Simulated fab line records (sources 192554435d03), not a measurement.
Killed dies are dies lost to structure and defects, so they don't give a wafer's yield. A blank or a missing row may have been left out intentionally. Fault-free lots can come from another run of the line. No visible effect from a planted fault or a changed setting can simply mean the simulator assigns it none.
Split-lot trial -- flow n5Finfet -- 39 wafers read from 7 lots, route of 1938 steps

ON THE SPLIT
At N5_GATE_CUT_ETCH_56 (etches TiN in Cl2/Ar, target depth 21.6 nm), the setting targetDepthA was moved away from the recipe's 216 angstrom on 12 of the 39 wafers read, by -12.0% to +12.8%. For the rest of the wafers, this setting stayed at what the recipe calls for.

The reading comes from the split's own step.

THE READING
etch.depthNm (the simulator's own value, which no gauge read), in nm, at N5_GATE_CUT_ETCH_56 (etches TiN in Cl2/Ar, target depth 21.6 nm). No usual value for it is given in the file. Across the 27 wafers here that went through the recipe, the average is 21.97 nm and the standard deviation 0.25 nm.

wafer,"tool, chamber at the split","targetDepthA as run, angstrom",against the recipe,"etch.depthNm, nm",against lot-mates on the recipe
L074.1,"rieMetal-01, 0",216,recipe,22,-
L074.2,"rieMetal-01, 1",243.6,+12.8%,25.35,+3.11
L074.3,"rieMetal-01, 0",216,recipe,22.27,-
L074.4,"rieMetal-01, 1",243.6,+12.8%,25.41,+3.17
L074.5,"rieMetal-01, 1",216,recipe,22.45,-
L074.6,"rieMetal-01, 0",243.6,+12.8%,24.93,+2.69
L076.1,"rieMetal-01, 0",216,recipe,21.9,-
L076.2,"rieMetal-01, 1",190.1,-12.0%,19.5,-2.52
L076.3,"rieMetal-01, 1",190.1,-12.0%,19.6,-2.42
L076.4,"rieMetal-01, 0",216,recipe,22.06,-
L076.5,"rieMetal-01, 1",216,recipe,22.1,-
L076.6,"rieMetal-01, 0",190.1,-12.0%,19.33,-2.69
L086.1,"rieMetal-03, 1",216,recipe,21.97,-
L086.2,"rieMetal-03, 0",216,recipe,21.81,-
L086.3,"rieMetal-03, 1",216,recipe,21.89,-
L086.4,"rieMetal-03, 0",228.7,+5.9%,23.21,+1.32
L086.5,"rieMetal-03, 1",228.7,+5.9%,22.96,+1.07
L086.6,"rieMetal-03, 0",228.7,+5.9%,23.04,+1.15
L085.1,"rieMetal-02, 0",216,recipe,21.94,-
L085.2,"rieMetal-02, 1",236,+9.3%,24.27,+2.26
L085.3,"rieMetal-02, 0",236,+9.3%,23.88,+1.87
L085.4,"rieMetal-02, 1",236,+9.3%,24.32,+2.31
L085.5,"rieMetal-02, 0",216,recipe,21.88,-
L085.6,"rieMetal-02, 1",216,recipe,22.21,-
L090.2,"rieMetal-03, 0",216,recipe,21.92,-
L090.3,"rieMetal-03, 0",216,recipe,21.92,-
L090.5,"rieMetal-03, 0",216,recipe,21.7,-
L095.1,"rieMetal-02, 1",216,recipe,21.98,-
L095.6,"rieMetal-02, 1",216,recipe,21.98,-
L095.2,"rieMetal-02, 0",216,recipe,21.4,-
L095.3,"rieMetal-02, 0",216,recipe,21.51,-
L095.4,"rieMetal-02, 1",216,recipe,22.15,-
L095.5,"rieMetal-02, 0",216,recipe,21.47,-
L097.1,"rieMetal-01, 1",216,recipe,22.29,-
L097.2,"rieMetal-01, 0",216,recipe,21.94,-
L097.3,"rieMetal-01, 0",216,recipe,21.89,-
L097.4,"rieMetal-01, 1",216,recipe,22.27,-
L097.5,"rieMetal-01, 0",216,recipe,22.06,-
L097.6,"rieMetal-01, 1",216,recipe,22.32,-

THE FIT
A straight line over all 39 wafers: etch.depthNm changes by +0.229 nm for each +1% of targetDepthA; r = +0.98; the points scatter about the line by 0.27 nm.
The same after taking each lot's own level away (the mean of its wafers on the recipe; 39 wafers): +0.223 nm for each +1%; r = +0.99; scatter 0.2 nm.
The reading moves by 2.8 nm for the largest change in targetDepthA, on that fit.
From 21.748 to 22.240 nm: that is the span of the lots' own levels, equal to 2.0 times the standard deviation above.
Hence the lot-to-lot level has little effect on the slope; both slopes agree.
Check: for one of the wafers moved furthest among these (+12.8%), held out of the fit, the line's prediction against its lot-mates is +2.83 nm. It came out at +3.11 nm against them.

ADDITIONAL SPLITS CARRIED BY THESE WAFERS
These wafers also went through other splits before the reading. Each is held against what the fit with the lots' levels taken away leaves over:
other split on the same wafers,wafers away from the commonest value,r with etch.depthNm (lot level and that fit taken away)
N5_HKMG_FIN_CVD_62 targetThkA,12,+0.29

THE FILE'S OWN FIT
etch.depthNm changes by +0.223 nm for each +1% of targetDepthA, r = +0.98.
